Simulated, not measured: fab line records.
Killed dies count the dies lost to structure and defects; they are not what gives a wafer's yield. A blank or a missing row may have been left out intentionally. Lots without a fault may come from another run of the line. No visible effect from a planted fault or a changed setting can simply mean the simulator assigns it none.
Which tool is to blame? + flow nand-harc + 13 lots, 39 wafers sampled, at 6 steps of a route of 1159

## WHAT EACH GAUGE READ, for each wafer
NHARC_A_ZERO_WELL_INSPECT_17. Usual: raw-defect-count reads 10 (standard deviation 5.3).
| lot  | measured     | on                | raw-defect-count | flag |
|------|--------------|-------------------|------------------|------|
| L413 | day 7 00:43  | defect-inspect-02 | 6 7 9            |      |
| L415 | day 7 04:00  | defect-inspect-02 | 4 5 7            |      |
| L414 | day 7 04:49  | defect-inspect-02 | 10 7 8           |      |
| L417 | day 7 18:16  | defect-inspect-02 | 20 5 5           |      |
| L421 | day 8 23:27  | defect-inspect-01 | 7 4 8            |      |
| L423 | day 9 02:55  | defect-inspect-02 | 9 6 5            |      |
| L429 | day 10 13:43 | defect-inspect-01 | 5 7 8            |      |
| L430 | day 11 02:28 | defect-inspect-02 | 7 8 2            |      |
| L431 | day 11 10:38 | defect-inspect-01 | 4 13 7           |      |
| L433 | day 11 13:45 | defect-inspect-01 | 15 8 19          |      |
| L434 | day 11 19:13 | defect-inspect-01 | 4 10 12          |      |
| L435 | day 12 01:28 | defect-inspect-01 | 8 8 16           |      |
| L436 | day 12 18:47 | defect-inspect-01 | 8 10 9           |      |

NHARC_A_ONON_D1_THK_MEAS_11: measures by ellipsometry. Usual: thk-nm reads 998 nm (standard deviation 13).
| lot  | measured     | on            | thk-nm (nm)    | flag |
|------|--------------|---------------|----------------|------|
| L413 | day 8 03:25  | film-metro-01 | 1004 1003 1004 |      |
| L415 | day 8 03:23  | film-metro-01 | 973 973 973    |      |
| L414 | day 8 03:44  | film-metro-01 | 993 994 994    |      |
| L417 | day 8 17:26  | film-metro-02 | 988 987 988    |      |
| L421 | day 9 21:57  | film-metro-02 | 1015 1515 1516 | OFF  |
| L423 | day 10 01:34 | film-metro-01 | 1011 1511 1513 | OFF  |
| L429 | day 11 12:14 | film-metro-02 | 979 976 979    |      |
| L430 | day 12 08:00 | film-metro-02 | 993 993 993    |      |
| L431 | day 12 08:10 | film-metro-02 | 1011 1013 1012 |      |
| L433 | day 12 08:21 | film-metro-02 | 997 999 998    |      |
| L434 | day 12 18:02 | film-metro-02 | 1020 1021 1021 |      |
| L435 | day 13 02:25 | film-metro-02 | 990 993 991    |      |
| L436 | day 13 20:18 | film-metro-02 | 988 986 987    |      |

NHARC_END_SORT_01. Usual: killed-at-array 29, standard deviation 11; killed-at-other 0.5, standard deviation 0.8; killed-at-periphery 3.5, standard deviation 2.8; killed-dies 33, standard deviation 12; killed-open 3.1, standard deviation 1.8; killed-short 1.8, standard deviation 1.4.
| lot  | measured     | on        | killed-at-array | killed-at-other | killed-at-periphery | killed-dies | killed-open | killed-short | flag |
|------|--------------|-----------|-----------------|-----------------|---------------------|-------------|-------------|--------------|------|
| L421 | day 21 22:52 | prober-02 | 40 674 669      | 0 0 0           | 10 3 8              | 50 677 677  | 1 1 1       | 3 1 1        | OFF  |
| L423 | day 22 09:56 | prober-01 | 24 675 675      | 0 1 1           | 1 1 1               | 25 677 677  | 3 2 2       | 0 0 1        | OFF  |

## WHAT TOOL EACH LOT RAN ON (gives the tool, then ch and the chambers of the sampled wafers, and finally the start)
| lot  | NHARC_P_BONDPAD_ETCH_12                       | NHARC_P_BONDPAD_ANNEAL_28        | NHARC_A_ONON_D1_DEP_09           |
|------|-----------------------------------------------|----------------------------------|----------------------------------|
| L413 | rie-diel-05 ch 1,2,3, day 6 20:55 or earlier  | rtp-anneal-02 ch 0, day 6 20:55  | pecvd-onon-03 ch 0, day 8 02:54  |
| L415 | rie-diel-12 ch 0,1, day 7 00:17 or earlier    | rtp-anneal-01 ch 0, day 7 00:17  | pecvd-onon-02 ch 0, day 8 02:52  |
| L414 | rie-diel-06 ch 1,2,3, day 7 01:10 or earlier  | rtp-anneal-01 ch 0, day 7 01:10  | pecvd-onon-02 ch 0, day 8 03:17  |
| L417 | rie-diel-05 ch 1,3, day 7 14:26 or earlier    | rtp-anneal-01 ch 0, day 7 14:26  | pecvd-onon-02 ch 0, day 8 16:55  |
| L421 | rie-diel-12 ch 1,2, day 8 19:47 or earlier    | rtp-anneal-02 ch 0, day 8 19:47  | pecvd-onon-02 ch 0, day 9 21:30  |
| L423 | rie-diel-12 ch 0,1,2, day 8 23:10 or earlier  | rtp-anneal-01 ch 0, day 8 23:10  | pecvd-onon-02 ch 0, day 10 01:02 |
| L429 | rie-diel-12 ch 1,2,3, day 10 10:11 or earlier | rtp-anneal-02 ch 0, day 10 10:11 | pecvd-onon-04 ch 0, day 11 11:44 |
| L430 | rie-diel-12 ch 2,3, day 10 23:05 or earlier   | rtp-anneal-02 ch 0, day 10 23:05 | pecvd-onon-03 ch 0, day 12 07:40 |
| L431 | rie-diel-12 ch 1,3, day 11 07:10 or earlier   | rtp-anneal-01 ch 0, day 11 07:10 | pecvd-onon-04 ch 0, day 12 07:43 |
| L433 | rie-diel-12 ch 0,1,2, day 11 09:53 or earlier | rtp-anneal-02 ch 0, day 11 09:53 | pecvd-onon-03 ch 0, day 12 07:54 |
| L434 | rie-diel-12 ch 0,1,3, day 11 15:30 or earlier | rtp-anneal-02 ch 0, day 11 15:30 | pecvd-onon-02 ch 0, day 12 17:32 |
| L435 | rie-diel-06 ch 0,1,3, day 11 21:55 or earlier | rtp-anneal-01 ch 0, day 11 21:55 | pecvd-onon-03 ch 0, day 13 02:04 |
| L436 | rie-diel-12 ch 0,1, day 12 15:07 or earlier   | rtp-anneal-01 ch 0, day 12 15:07 | pecvd-onon-04 ch 0, day 13 19:50 |
- NHARC_P_BONDPAD_ETCH_12: etches the open film in CHF3/O2, target depth 200 nm, time 100 s.
- NHARC_P_BONDPAD_ANNEAL_28: time 90 s.
- NHARC_A_ONON_D1_DEP_09: target thk 1000 nm.

## WHAT THE TOOLS THEMSELVES READ (means of the sampled wafers that have a number; where no wafer has one, the mark that the record gives instead)
NHARC_P_BONDPAD_ETCH_12. Usual: drypump-motor-current-A 5.9 A, standard deviation 0.44; oes-product-au 0.935 a.u., standard deviation 0.02; rf-vpp-V 370.8 V, standard deviation 1.8; showerhead-plenum-p-Torr 2.41 Torr, standard deviation 0.074; throttle-valve-pct 20.572 %, standard deviation 0.0087.
| lot  | tool        | drypump-motor-current-A (A) | oes-product-au (a.u.) | rf-vpp-V (V) | showerhead-plenum-p-Torr (Torr) | throttle-valve-pct (%) | flag |
|------|-------------|-----------------------------|-----------------------|--------------|---------------------------------|------------------------|------|
| L413 | rie-diel-05 | 5.9                         | 0.949                 | 370.1        | 2.39                            | 20.566                 |      |
| L415 | rie-diel-12 | 5.9                         | 0.924                 | 369.5        | 2.33                            | 20.580                 |      |
| L414 | rie-diel-06 | 5.8                         | 0.922                 | 371.8        | 2.41                            | 20.573                 |      |
| L417 | rie-diel-05 | 5.6                         | 0.923                 | 368.4        | 2.32                            | 20.568                 |      |
| L421 | rie-diel-12 | 5.5                         | 0.942                 | 370.4        | 2.41                            | 20.570                 |      |
| L423 | rie-diel-12 | 5.9                         | 0.959                 | 370.9        | 2.40                            | 20.565                 |      |
| L429 | rie-diel-12 | 5.8                         | 0.963                 | 370.2        | 2.44                            | 20.573                 |      |
| L430 | rie-diel-12 | 6.0                         | 0.921                 | 370.9        | 2.47                            | 20.570                 |      |
| L431 | rie-diel-12 | 5.7                         | 0.919                 | 370.5        | 2.41                            | 20.577                 |      |
| L433 | rie-diel-12 | 5.9                         | 0.915                 | 370.7        | 2.40                            | 20.568                 |      |
| L434 | rie-diel-12 | 5.8                         | 0.968                 | 370.4        | 2.37                            | 20.571                 |      |
| L435 | rie-diel-06 | 6.0                         | 0.948                 | 371.9        | 2.44                            | 20.565                 |      |
| L436 | rie-diel-12 | 5.5                         | 0.926                 | 369.5        | 2.35                            | 20.566                 |      |

NHARC_P_BONDPAD_ANNEAL_28. Usual: wafer_temp_C_max reads 226.4 (standard deviation 0.32).
| lot  | tool          | wafer_temp_C_max | flag |
|------|---------------|------------------|------|
| L413 | rtp-anneal-02 | 226.1            |      |
| L415 | rtp-anneal-01 | 226.2            |      |
| L414 | rtp-anneal-01 | 226.6            |      |
| L417 | rtp-anneal-01 | 226.3            |      |
| L421 | rtp-anneal-02 | 226.1            |      |
| L423 | rtp-anneal-01 | 226.9            |      |
| L429 | rtp-anneal-02 | 226.3            |      |
| L430 | rtp-anneal-02 | 226.3            |      |
| L431 | rtp-anneal-01 | 226.1            |      |
| L433 | rtp-anneal-02 | 226.3            |      |
| L434 | rtp-anneal-02 | 226.2            |      |
| L435 | rtp-anneal-01 | 226.4            |      |
| L436 | rtp-anneal-01 | 226.6            |      |

## THE ANSWER, worked out from the rows above alone
Rule: lot off if the mean of its wafers having a number is beyond 3 standard deviations from the usual mean. A lot without any number at a reading at which 4 lots or more have one is off too. Where the step has rows for the other lots, those lots are counted as sound. Order of review: gauges by route order, followed by the tools' own readings, for which a lot's mean as printed above is used. The first step at which some lot is off is used, and at that step the reading that is off furthest; a lot without a number counts as furthest.
Off: L421, L423, at NHARC_A_ONON_D1_THK_MEAS_11 (thk-nm).
If a tool, at a process step before that reading, ran all the lots that are off and no sound lot after the first of them, it fits. Not tried: the gauges at NHARC_A_ONON_D1_THK_MEAS_11; whatever is off there is also off at NHARC_END_SORT_01, on other tools, and gauge error can't account for it. NHARC_P_BONDPAD_ETCH_12: start missing for some lots; hours and lot order therefore follow NHARC_P_BONDPAD_ANNEAL_28. No candidate that was tried fits.

## WHAT THE SIMULATOR PUT IN
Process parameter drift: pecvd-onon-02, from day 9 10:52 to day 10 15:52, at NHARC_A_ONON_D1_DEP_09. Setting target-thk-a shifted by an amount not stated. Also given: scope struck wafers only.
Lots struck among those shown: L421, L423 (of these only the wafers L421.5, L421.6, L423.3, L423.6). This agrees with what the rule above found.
